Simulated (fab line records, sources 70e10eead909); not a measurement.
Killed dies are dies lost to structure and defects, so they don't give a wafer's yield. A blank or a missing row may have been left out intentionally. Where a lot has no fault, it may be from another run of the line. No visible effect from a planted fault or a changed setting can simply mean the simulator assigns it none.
fab line records	flow nand_harc	part 1 of 2: steps 1 to 29 of 41
record: lots: 5	wafers: 15	last_day: 34
route steps=1302 shown HYBRID_BOND@1240 THIN_TSV@1244
lots that met no fault: taken from a fault-free run of the same line
start_h: hours from the record's opening day to when the first of the lot's shown wafers began	wait_h: hours elapsed since this lot's preceding step	" as in the row above	L1.1+2: several wafers, shown together as one row	- either no value or no given start	* or withheld: withheld	< > ~ a bound
route shown NAME@n: names a module that has steps shown in the file, with the first one's number in the route	usual: mean/standard deviation of fault-free wafers	same: alike in all rows	chamber/n: place in a boat	sites: the reading at each site	_std_site: the standard deviation of these	_edge_site: mean of outer sites minus mean of inner sites	radius_mm: for every site, how far away it sits from the centre of the wafer	mask NAME#n: copy n	behind: tool/chamber where the wafer was last shaped	hold: cause of the lot's hold/its duration in hours/its outcome	device: transistor that didn't switch, given as n, p or np	end of line: at the end of the route, the tests of the same wafers	step lacking rows: just its recipe	killed: not the wafer's yield, but the dies lost to structure and defects at the first sort	map: shows each die of a wafer: x if killed, . if not, _ if none is there
set.NAME: the run value of the setting; set.NAME@STEP: its run value at that earlier step	model.NAME: the simulator's own value behind a step, which no gauge read
a table for each step, a row for each wafer; lots at some steps of the route
services: a tool's chamber out of use, with start hour (start_h, from the record's first day; less than 0 if before it), hours out, and reason
== steps ==
step: NHARC_HYBRID_BOND_BOND_03
recipe: temp_c: 25
lot.wafer	tool	chamber	start_h	wait_h
L090.3+4+6	wafer_bonder-01	0	699.15	-
L092.2+5+6	wafer_bonder-01	0	721.14	-
L091.1+4+6	wafer_bonder-01	0	723.11	-
L095.2+3+6	wafer_bonder-01	0	744.67	-
L097.1+2+4	wafer_bonder-01	0	783.34	-
step: NHARC_HYBRID_BOND_ANNEAL_04
recipe: temp_c: 300	time_s: 7200	ramp_up_c_per_min: 5	ramp_down_c_per_min: 3	idle_temp_c: 100	pressure_atm: 1
usual: tube_center_temp_C_max: 300.77/0.12	zone_power_centre_pct: 3.28/0.074
lot.wafer	tool	chamber	start_h	wait_h	tube_center_temp_C_max	zone_power_centre_pct
L090.3	furnace-06	0	704.26	4.8	300.74	3.35
L090.4	"	0	"	"	300.81	3.35
L090.6	"	0	"	"	300.75	3.37
L091.1	furnace-02	0	725.91	2.7	300.93	3.20
L091.4	"	0	"	"	300.64	3.18
L091.6	"	0	"	"	301.04	3.25
L092.2	furnace-02	0	725.91	4.6	300.74	3.15
L092.5	"	0	"	"	300.72	3.14
L092.6	"	0	"	"	300.89	3.20
L095.2	furnace-05	0	748.58	3.8	300.66	3.30
L095.3	"	0	"	"	300.75	3.30
L095.6	"	0	"	"	300.74	3.33
L097.1	furnace-02	0	786.50	3.0	300.76	3.21
L097.2	"	0	"	"	300.66	3.21
L097.4	"	0	"	"	300.70	3.22
step: NHARC_HYBRID_BOND_OVL_MEAS_05
usual: overlay_x_nm: 4/29	overlay_y_nm: -4/29
lot.wafer	tool	chamber	start_h	wait_h	overlay_x_nm	overlay_y_nm
L090.3	overlay-02	-	709.03	0.4	15	2
L090.4	"	-	"	"	-41	-57
L090.6	"	-	"	"	-7	-37
L091.1	overlay-01	-	730.60	0.4	-11	-52
L091.4	"	-	"	"	27	-5
L091.6	"	-	"	"	27	5
L092.2	overlay-02	-	730.60	0.4	26	-28
L092.5	"	-	"	"	-34	-2
L092.6	"	-	"	"	22	-10
L095.2	overlay-02	-	753.33	0.4	22	40
L095.3	"	-	"	"	-25	10
L095.6	"	-	"	"	12	-51
L097.1	overlay-01	-	791.23	0.4	-6	20
L097.2	"	-	"	"	45	14
L097.4	"	-	"	"	-28	6
step: NHARC_HYBRID_BOND_INSPECT_06
recipe: inspect_instrument: ir_void
usual: raw_defect_count: 95/39
lot.wafer	tool	chamber	start_h	wait_h	raw_defect_count
L090.3	defect_inspect-01	-	709.09	0.1	35
L090.4	"	-	"	"	34
L090.6	"	-	"	"	27
L091.1	defect_inspect-02	-	730.65	0.0	78
L091.4	"	-	"	"	84
L091.6	"	-	"	"	76
L092.2	defect_inspect-01	-	730.65	0.1	88
L092.5	"	-	"	"	96
L092.6	"	-	"	"	106
L095.2	defect_inspect-01	-	753.38	0.1	79
L095.3	"	-	"	"	101
L095.6	"	-	"	"	84
L097.1	defect_inspect-01	-	791.28	0.0	141
L097.2	"	-	"	"	175
L097.4	"	-	"	"	149
step: NHARC_THIN_TSV_GRIND_00
recipe: target_thk_um: 6
usual: motor_current_A: 11.999/0.023
lot.wafer	tool	chamber	start_h	wait_h	motor_current_A
L090.3	grinder-01	0	709.63	0.5	11.965
L090.4	"	0	"	"	12.020
L090.6	"	0	"	"	12.015
L092.2	grinder-01	0	731.00	0.3	11.995
L092.5	"	0	"	"	12.007
L092.6	"	0	"	"	12.000
L091.1	grinder-01	0	732.00	1.4	12.002
L091.4	"	0	"	"	12.040
L091.6	"	0	"	"	12.015
L095.2	grinder-01	0	753.73	0.3	11.980
L095.3	"	0	"	"	12.015
L095.6	"	0	"	"	12.009
L097.1	grinder-01	0	792.66	1.4	12.034
L097.2	"	0	"	"	12.020
L097.4	"	0	"	"	11.998
step: NHARC_THIN_TSV_CMP_01
recipe: target_thk_um: 3
usual: motor_current_A: 11.9/0.98
lot.wafer	tool	chamber	start_h	wait_h	motor_current_A
L090.3	cmp-04	2	710.44	0.6	13.9
L090.4	"	3	"	"	11.4
L090.6	"	3	"	"	12.1
L092.2	cmp-02	2	732.05	0.9	12.3
L092.5	"	1	"	"	11.1
L092.6	"	2	"	"	12.0
L091.1	cmp-03	1	733.27	1.1	10.8
L091.4	"	2	"	"	12.0
L091.6	"	0	"	"	11.1
L095.2	cmp-03	1	754.75	0.8	11.5
L095.3	"	2	"	"	11.4
L095.6	"	1	"	"	12.0
L097.2	cmp-02	2	793.87	0.8	12.0
L097.1	"	3	"	"	11.2
L097.4	"	0	"	"	13.6
step: NHARC_THIN_TSV_THK_MEAS_02
recipe: thk_meas_gauge: ir
usual: thk_nm: 2971/200
lot.wafer	tool	chamber	start_h	wait_h	thk_nm
L090.3	film_metro-02	-	710.70	0.2	3108
L090.4	"	-	"	"	2936
L090.6	"	-	"	"	3303
L092.2	film_metro-01	-	732.29	-	3432
L092.5	"	-	"	"	3239
L092.6	"	-	"	"	3064
L091.1	film_metro-02	-	733.51	-	2339
L091.4	"	-	"	"	2717
L091.6	"	-	"	"	2770
L095.2	film_metro-02	-	755.01	-	2674
L095.3	"	-	"	"	2983
L095.6	"	-	"	"	2992
L097.1	film_metro-01	-	794.13	-	2688
L097.2	"	-	"	"	2730
L097.4	"	-	"	"	3094
step: NHARC_THIN_TSV_SRD_03
lot.wafer	tool	chamber	start_h	wait_h
L090.6+3+4	wet_bench-08	4,7,0	710.74	0.0
L092.2+5+6	wet_bench-08	2,3,5	732.34	0.0
L091.1+4+6	wet_bench-10	2,4,6	733.55	0.0
L095.2+6+3	wet_bench-08	4,0,1	755.05	0.0
L097.1+2+4	wet_bench-10	5,7,2	794.17	0.0
step: NHARC_THIN_TSV_PRECLEAN_41
recipe: time_s: *	temp_c: 50	bath_age_min: 0	chemistry: SC1
usual: diw_flow_mL_min: 1415/4.7
lot.wafer	tool	chamber	start_h	wait_h	diw_flow_mL_min
L090.6	wet_bench-08	4	710.77	0.0	1409
L090.3	"	7	"	"	1413
L090.4	"	0	"	"	1415
L092.2	wet_bench-08	2	732.36	0.0	1411
L092.5	"	3	"	"	1415
L092.6	"	5	"	"	1411
L091.1	wet_bench-10	2	733.58	0.0	1423
L091.4	"	4	"	"	1405
L091.6	"	6	"	"	1416
L095.2	wet_bench-08	4	755.07	0.0	1419
L095.6	"	0	"	"	1424
L095.3	"	1	"	"	1419
L097.1	wet_bench-10	5	794.20	0.0	1408
L097.2	"	7	"	"	1416
L097.4	"	2	"	"	1414
step: NHARC_THIN_TSV_SRD_42
lot.wafer	tool	chamber	start_h	wait_h
L090.6+3+4	wet_bench-08	4,7,0	-	-
L092.2+5+6	wet_bench-08	2,3,5	-	-
L091.1+4+6	wet_bench-10	2,4,6	-	-
L095.2+6+3	wet_bench-08	4,0,1	-	-
L097.1+2+4	wet_bench-10	5,7,2	-	-
step: NHARC_THIN_TSV_DEP_43
recipe: target_thk_a: 13285	temp_c: withheld	pressure_torr: 6.5	rf_w: 900	teos_flow_sccm: 161.4	flow_sccm: 2650	target_thk_nm: 1328.5	gas: O2	material: SiO2
usual: throttle_valve_pct: 16.0/0.69
lot.wafer	tool	chamber	start_h	wait_h	throttle_valve_pct
L090.3	pecvd-01	0	710.92	-	14.6
L090.4	"	0	"	"	14.3
L090.6	"	2	"	"	16.5
L092.2	pecvd-01	2	732.51	-	16.5
L092.6	"	2	"	"	16.6
L092.5	"	0	"	"	14.5
L091.1	pecvd-01	1	733.78	-	16.1
L091.6	"	0	"	"	14.4
L091.4	"	2	"	"	16.8
L095.2	pecvd-04	2	755.23	-	16.3
L095.3	"	1	"	"	15.6
L095.6	"	1	"	"	16.1
L097.2	pecvd-04	2	794.52	-	16.5
L097.1	"	0	"	"	15.4
L097.4	"	0	"	"	15.4
step: NHARC_THIN_TSV_DEHYDRATE_04
recipe: temp_c: 150	time_s: 120
lot.wafer	tool	chamber	start_h	wait_h
L090.3+4+6	litho_track-02	0	711.33	-
L092.2+5+6	litho_track-02	0	732.92	-
L091.1+4+6	litho_track-05	0	734.14	-
L095.2+3+6	litho_track-07	0	755.64	-
L097.1+2+4	litho_track-05	0	794.93	-
step: NHARC_THIN_TSV_HMDS_05
recipe: time_s: 30
lot.wafer	tool	chamber	start_h	wait_h
L090.3+4+6	litho_track-02	0	-	-
L092.2+5+6	litho_track-02	0	-	-
L091.1+4+6	litho_track-05	0	-	-
L095.2+3+6	litho_track-07	0	-	-
L097.1+2+4	litho_track-05	0	-	-
step: NHARC_THIN_TSV_COAT_06
recipe: spin_rpm: *
usual: spin_speed_rpm: *
lot.wafer	tool	chamber	start_h	wait_h	spin_speed_rpm
L090.3	litho_track-02	0	-	-	*
L090.4	"	0	"	"	*
L090.6	"	0	"	"	*
L092.2	litho_track-02	0	-	-	*
L092.5	"	0	"	"	*
L092.6	"	0	"	"	*
L091.1	litho_track-05	0	-	-	*
L091.4	"	0	"	"	*
L091.6	"	0	"	"	*
L095.2	litho_track-07	0	-	-	*
L095.3	"	0	"	"	*
L095.6	"	0	"	"	*
L097.1	litho_track-05	0	-	-	*
L097.2	"	0	"	"	*
L097.4	"	0	"	"	*
step: NHARC_THIN_TSV_SOFTBAKE_07
recipe: temp_c: 122	time_s: 95
lot.wafer	tool	chamber	start_h	wait_h
L090.3+4+6	litho_track-02	0	-	-
L092.2+5+6	litho_track-02	0	-	-
L091.1+4+6	litho_track-05	0	-	-
L095.2+3+6	litho_track-07	0	-	-
L097.1+2+4	litho_track-05	0	-	-
step: NHARC_THIN_TSV_EBR_08
lot.wafer	tool	chamber	start_h	wait_h
L090.3+4+6	litho_track-02	0	-	-
L092.2+5+6	litho_track-02	0	-	-
L091.1+4+6	litho_track-05	0	-	-
L095.2+3+6	litho_track-07	0	-	-
L097.1+2+4	litho_track-05	0	-	-
step: NHARC_THIN_TSV_EXPOSE_09
recipe: na: 0.55	dose_mj: 30.7	mask_id: TSV
usual: exposure_dose_mJ_cm2: 30.70/0.032
lot.wafer	tool	chamber	start_h	wait_h	mask	exposure_dose_mJ_cm2
L090.3	krf_scanner-01	0	711.61	-	TSV#0	30.66
L090.4	"	0	"	"	TSV#0	30.68
L090.6	"	0	"	"	TSV#0	30.66
L092.2	krf_scanner-01	0	733.07	-	TSV#0	30.67
L092.5	"	0	"	"	TSV#0	30.68
L092.6	"	0	"	"	TSV#0	30.71
L091.1	krf_scanner-03	0	734.41	-	TSV#0	30.71
L091.4	"	0	"	"	TSV#0	30.72
L091.6	"	0	"	"	TSV#0	30.74
L095.2	krf_scanner-02	0	755.79	-	TSV#0	30.69
L095.3	"	0	"	"	TSV#0	30.71
L095.6	"	0	"	"	TSV#0	30.73
L097.1	krf_scanner-02	0	795.07	-	TSV#0	30.68
L097.2	"	0	"	"	TSV#0	30.69
L097.4	"	0	"	"	TSV#0	30.75
step: NHARC_THIN_TSV_PEB_10
recipe: peb_temp_c: 118	peb_time_s: 85
lot.wafer	tool	chamber	start_h	wait_h
L090.3+4+6	litho_track-07	0	711.67	0.1
L092.2+5+6	litho_track-02	0	733.13	0.1
L091.1+4+6	litho_track-05	0	734.48	0.1
L095.2+3+6	litho_track-05	0	755.85	0.1
L097.1+2+4	litho_track-02	0	795.14	0.1
step: NHARC_THIN_TSV_DEVELOP_11
recipe: time_s: 70
lot.wafer	tool	chamber	start_h	wait_h
L090.3+4+6	litho_track-07	0	-	-
L092.2+5+6	litho_track-02	0	-	-
L091.1+4+6	litho_track-05	0	-	-
L095.2+3+6	litho_track-05	0	-	-
L097.1+2+4	litho_track-02	0	-	-
step: NHARC_THIN_TSV_CD_MEAS_12
recipe: target_cd_nm: 1000	landing_energy_ev: 500
usual: cd_nm: 1000.2/2.1
lot.wafer	tool	chamber	start_h	wait_h	cd_nm
L090.3	cd_sem-02	0	711.77	-	997.2
L090.4	"	0	"	"	1002.6
L090.6	"	0	"	"	1001.7
L092.2	cd_sem-02	0	733.22	-	1001.2
L092.5	"	0	"	"	999.4
L092.6	"	0	"	"	999.4
L091.1	cd_sem-03	0	734.57	-	997.0
L091.4	"	0	"	"	998.9
L091.6	"	0	"	"	1000.7
L095.2	cd_sem-01	0	755.94	-	1002.6
L095.3	"	0	"	"	999.9
L095.6	"	0	"	"	1003.4
L097.1	cd_sem-01	0	795.23	-	1001.9
L097.2	"	0	"	"	1003.0
L097.4	"	0	"	"	1001.5
step: NHARC_THIN_TSV_HARDBAKE_13
recipe: temp_c: 125	time_s: 80
lot.wafer	tool	chamber	start_h	wait_h
L090.3+4+6	litho_track-07	0	711.85	-
L092.2+5+6	litho_track-02	0	733.30	-
L091.1+4+6	litho_track-02	0	734.65	-
L095.2+3+6	litho_track-05	0	756.02	-
L097.1+2+4	litho_track-02	0	795.31	-
step: NHARC_THIN_TSV_DESCUM_14
recipe: time_s: 3	o2_flow_sccm: 200	ar_flow_sccm: 0	bias_power_w: 0	chemistry: O2
usual: drypump_motor_current_A: 6.1/0.53	oes_product_au: 0.999/0.0098	rf_vpp_V: 57.9/0.92	showerhead_plenum_p_Torr: 1.93/0.077	throttle_valve_pct: 11.310/0.0094
lot.wafer	tool	chamber	start_h	wait_h	drypump_motor_current_A	oes_product_au	rf_hours_counter_h	rf_vpp_V	showerhead_plenum_p_Torr	throttle_valve_pct
L090.4	rie_diel-13	0	711.93	-	6.2	1.002	0.3	57.8	1.89	11.304
L090.3	"	1	"	"	4.8	1.011	0.2	59.9	1.98	11.311
L090.6	"	3	"	"	6.1	1.022	-	59.0	1.94	11.296
L092.2	rie_diel-09	2	733.40	-	6.6	1.011	3.7	56.4	1.84	11.318
L092.5	"	3	"	"	5.3	0.980	-	58.5	2.04	11.303
L092.6	"	2	"	"	6.6	1.008	-	58.4	1.84	11.310
L091.4	rie_diel-13	1	734.73	-	4.8	1.006	1.0	57.8	1.98	11.303
L091.1	"	3	"	"	6.1	1.020	1.3	56.4	1.94	11.311
L091.6	"	1	"	"	4.8	1.010	-	57.4	1.98	11.307
L095.2	rie_diel-09	0	756.10	-	6.4	1.008	6.0	59.4	2.00	11.303
L095.3	"	3	"	"	5.3	0.985	5.7	58.2	2.04	11.315
L095.6	"	1	"	"	6.3	0.995	-	56.4	1.83	11.297
L097.2	rie_diel-09	0	795.39	-	6.4	1.000	9.4	56.7	2.00	11.307
L097.4	"	1	"	"	6.3	0.985	8.2	54.8	1.83	11.329
L097.1	"	3	"	"	5.4	0.993	9.1	58.1	2.04	11.307
step: NHARC_THIN_TSV_ETCH_44
recipe: target_depth_a: 15942	time_s: 797.1	cf4_flow_sccm: 150	o2_flow_sccm: 10	ar_flow_sccm: 0	rf_w: 300	bias_w: 800	chemistry: CF4/O2
usual: cf4_flow_sccm: 150.0/0.41	drypump_motor_current_A: 6.1/0.53	oes_product_au: 1.000/0.0096	rf_vpp_V: 795/4.3	showerhead_plenum_p_Torr: 1.85/0.068	throttle_valve_pct: 16.914/0.0092
lot.wafer	tool	chamber	start_h	wait_h	cf4_flow_sccm	drypump_motor_current_A	oes_product_au	rf_hours_counter_h	rf_vpp_V	showerhead_plenum_p_Torr	throttle_valve_pct
L090.3	rie_diel-13	3	712.06	0.1	149.7	6.1	1.007	0.4	796	1.86	16.926
L090.4	"	1	"	"	150.0	4.8	0.997	0.3	800	1.89	16.918
L090.6	"	3	"	"	150.4	6.1	1.011	-	796	1.86	16.917
L092.2	rie_diel-09	0	733.56	0.1	149.4	6.4	1.001	4.1	798	1.91	16.913
L092.5	"	0	"	"	149.9	6.3	1.011	-	800	1.91	16.911
L092.6	"	2	"	"	150.2	6.6	1.008	-	791	1.77	16.930
L091.4	rie_diel-13	2	734.81	0.1	148.6	6.5	0.990	1.3	794	1.84	16.916
L091.1	"	3	"	"	150.1	6.1	1.007	1.5	796	1.86	16.924
L091.6	"	3	"	"	149.6	6.1	1.018	-	795	1.86	16.915
L095.2	rie_diel-09	0	756.76	0.7	149.5	6.4	1.008	6.1	799	1.91	16.925
L095.3	"	1	"	"	149.9	6.3	1.006	5.2	792	1.76	16.918
L095.6	"	3	"	"	150.1	5.4	0.981	-	802	1.95	16.919
L097.2	rie_diel-09	1	795.47	0.1	150.3	6.2	0.995	8.3	789	1.76	16.920
L097.4	"	2	"	"	150.0	6.6	0.996	8.8	791	1.77	16.924
L097.1	"	0	"	"	150.1	6.4	1.011	9.5	798	1.91	16.920
step: NHARC_THIN_TSV_ETCH_15
recipe: target_depth_a: 30000	bosch_target_overetch_cycles: 2	bosch_etch_step_s: 2.8	bosch_dep_step_s: 1.2	bosch_cycles: 14
usual: drypump_motor_current_A: 5.8/0.38
same: bosch_dep_step_s: 1.2
lot.wafer	tool	chamber	start_h	wait_h	drypump_motor_current_A	rf_hours_counter_h
L090.4	rie_si-03	0	712.58	-	6.0	0.70
L090.3	"	2	"	"	5.8	0.60
L090.6	"	0	"	"	6.0	-
L092.2	rie_si-03	3	734.19	-	6.4	0.80
L092.6	"	1	"	"	6.5	-
L092.5	"	2	"	"	5.8	-
L091.4	rie_si-05	0	735.39	-	5.5	0.34
L091.1	"	2	"	"	6.0	0.49
L091.6	"	0	"	"	5.5	-
L095.2	rie_si-04	3	757.23	-	6.2	0.24
L095.3	"	0	"	"	5.4	0.26
L095.6	"	2	"	"	5.4	-
L097.1	rie_si-03	0	796.05	-	6.0	0.26
L097.4	"	1	"	"	6.5	0.31
L097.2	"	2	"	"	5.8	0.20
step: NHARC_THIN_TSV_CD_MEAS_16
usual: cd_nm: 1000.2/2.2
lot.wafer	tool	chamber	start_h	wait_h	cd_nm
L090.3	cd_sem-02	-	712.73	0.1	996.2
L090.4	"	-	"	"	1003.2
L090.6	"	-	"	"	999.9
L092.2	cd_sem-02	-	734.31	0.1	1001.4
L092.5	"	-	"	"	1000.9
L092.6	"	-	"	"	999.6
L091.1	cd_sem-02	-	735.53	0.1	995.7
L091.4	"	-	"	"	999.1
L091.6	"	-	"	"	999.1
L095.2	cd_sem-01	-	757.37	0.1	1003.0
L095.3	"	-	"	"	1000.1
L095.6	"	-	"	"	1003.1
L097.1	cd_sem-03	-	796.19	0.1	1002.1
L097.2	"	-	"	"	1003.5
L097.4	"	-	"	"	1001.0
step: NHARC_THIN_TSV_STRIP_45
recipe: power_w: 1500	temp_c: 250	chemistry: O2
usual: drypump_motor_current_A: 5.7/0.43	heater_power_w: 363/28
lot.wafer	tool	chamber	start_h	wait_h	drypump_motor_current_A	heater_power_w	rf_hours_counter_h
L090.4	plasma_asher-02	1	712.89	0.2	5.9	393	-
L090.3	"	0	"	"	6.0	364	-
L090.6	"	0	"	"	6.0	357	-
L092.2	plasma_asher-01	0	734.39	0.1	6.0	327	7
L092.5	"	0	"	"	6.0	320	-
L092.6	"	1	"	"	5.1	391	-
L091.1	plasma_asher-01	0	735.60	0.1	6.0	322	7
L091.4	"	1	"	"	5.1	388	-
L091.6	"	1	"	"	5.1	393	-
L095.2	plasma_asher-01	1	757.49	0.1	5.1	385	12
L095.3	"	0	"	"	6.0	323	-
L095.6	"	0	"	"	6.0	327	-
L097.1	plasma_asher-01	0	796.27	0.1	6.0	329	20
L097.2	"	1	"	"	5.1	388	20
L097.4	"	1	"	"	5.1	390	-
step: NHARC_THIN_TSV_STRIP_46
recipe: time_s: 1200	temp_c: 72.5	chemistry: post_etch_residue_remover
lot.wafer	tool	chamber	start_h	wait_h
L090.6+4+3	wet_bench-08	1,3,5	713.15	0.1
L092.2+5+6	wet_bench-08	2,5,6	734.74	0.3
L091.1+6+4	wet_bench-10	1,4,5	735.94	0.3
L095.2+6+3	wet_bench-08	6,2,3	757.78	0.3
L097.1+2+4	wet_bench-10	1,2,5	796.63	0.3
step: NHARC_THIN_TSV_DEP_47
recipe: target_thk_a: 2000	temp_c: withheld	pressure_torr: 6.5	rf_w: 900	teos_flow_sccm: 161.4	flow_sccm: 2650	target_thk_nm: 200	gas: O2	material: SiO2
usual: throttle_valve_pct: 15.9/0.67
lot.wafer	tool	chamber	start_h	wait_h	throttle_valve_pct
L090.3	pecvd-03	1	713.60	-	16.7
L090.4	"	1	"	"	16.7
L090.6	"	2	"	"	15.0
L092.2	pecvd-04	1	735.19	-	16.2
L092.5	"	2	"	"	16.4
L092.6	"	0	"	"	15.5
L091.1	pecvd-04	1	736.40	-	16.0
L091.4	"	1	"	"	16.1
L091.6	"	2	"	"	16.6
L095.3	pecvd-01	1	758.24	-	16.2
L095.2	"	2	"	"	16.7
L095.6	"	2	"	"	16.5
L097.2	pecvd-03	1	797.11	-	16.2
L097.1	"	2	"	"	14.4
L097.4	"	0	"	"	16.0
step: NHARC_THIN_TSV_ETCHBACK_48
recipe: target_depth_a: 10285	over_etch_frac: 0.3	time_s: 405.17	ion_energy_ev: 250	c4f8_flow_sccm: withheld	ar_flow_sccm: withheld	rf_w: 600	bias_w: 300	chemistry: C4F8/Ar
usual: oes_product_au: 0.941/0.03	rf_vpp_V: 547.5/2.8
same: over_etch_frac: 0.3
lot.wafer	tool	chamber	start_h	wait_h	oes_product_au	rf_hours_counter_h	rf_vpp_V
L090.4	rie_diel-01	3	714.00	-	0.929	7.2	549.9
L090.3	"	1	"	"	0.912	7.5	550.7
L090.6	"	0	"	"	0.913	-	543.6
L092.2	rie_diel-09	3	735.63	-	0.926	4.1	552.3
L092.5	"	2	"	"	0.940	-	545.1
L092.6	"	0	"	"	0.935	-	549.4
L091.1	rie_diel-09	3	736.89	-	0.908	4.4	553.5
L091.6	"	0	"	"	0.937	-	550.7
L091.4	"	3	"	"	0.922	-	552.4
L095.3	rie_diel-13	1	758.67	-	0.914	2.4	549.2
L095.2	"	2	"	"	0.916	3.2	549.2
L095.6	"	1	"	"	0.929	-	548.9
L097.2	rie_diel-01	3	797.46	-	0.937	3.5	549.0
L097.1	"	0	"	"	0.934	2.6	542.4
L097.4	"	1	"	"	0.939	2.8	551.0
